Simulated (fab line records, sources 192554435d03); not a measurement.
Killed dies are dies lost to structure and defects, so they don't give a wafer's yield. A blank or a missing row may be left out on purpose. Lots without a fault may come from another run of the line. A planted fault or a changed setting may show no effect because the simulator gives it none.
Chamber matching | flow n5_finfet | N5_BEOL_M4_DEP_57 on pecvd-04: 3 sister chambers
The step deposits SiCN from 3MS/NH3, target thk 8 nm, time 14 s. 6 wafers are shown with their chamber, then 7 later ones without.

WAFERS WITH THEIR CHAMBER
wafer  | chamber | throttle_valve_pct (%) | showerhead_plenum_p_Torr (Torr)
L075.3 | 2       | 8.91                   | 3.664
L075.4 | 2       | 8.97                   | 3.656
L078.5 | 1       | 9.05                   | 3.680
L078.6 | 0       | 8.78                   | 3.668
L090.3 | 1       | 8.90                   | 3.674
L090.4 | 0       | 8.82                   | 3.683

WAFERS WITHOUT THEIR CHAMBER
wafer  | throttle_valve_pct (%) | showerhead_plenum_p_Torr (Torr)
L090.6 | 8.93                   | 3.671
L092.2 | 9.11                   | 3.662
L092.3 | 9.12                   | 3.671
L092.4 | 8.95                   | 3.663
L097.1 | 9.20                   | 3.649
L097.4 | 9.03                   | 3.668
L097.5 | 8.86                   | 3.674

WHICH CHAMBER EACH WENT THROUGH
wafer  | from the rows above          | in truth
L090.6 | can't be placed: 1 or 2 or 0 | 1
L092.2 | can't be placed: 2 or 1      | 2
L092.3 | can't be placed: 1 or 2      | 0
L092.4 | can't be placed: 2 or 1      | 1
L097.1 | can't be placed: 2 or 1      | 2
L097.4 | can't be placed: 1 or 2      | 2
L097.5 | can't be placed: 0 or 1 or 2 | 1
Placed correctly: 0 of 7. Can't be placed from these rows: 7 (the true chamber is among the candidates in 6). Placed wrongly: 0.
How it was worked out, from the rows above alone: a wafer's distance from a chamber is the root of the sum, over the readings, of the square of ((its reading less the chamber's mean) divided by the reading's scatter). The wafer belongs to the nearest chamber; if the next one is less than 2 further off, it can't be placed. A chamber's mean is the mean of its shown wafers. The scatter: the root of (the sum of the squares of (reading less its chamber's mean) over the shown wafers, divided by (wafers less chambers)).
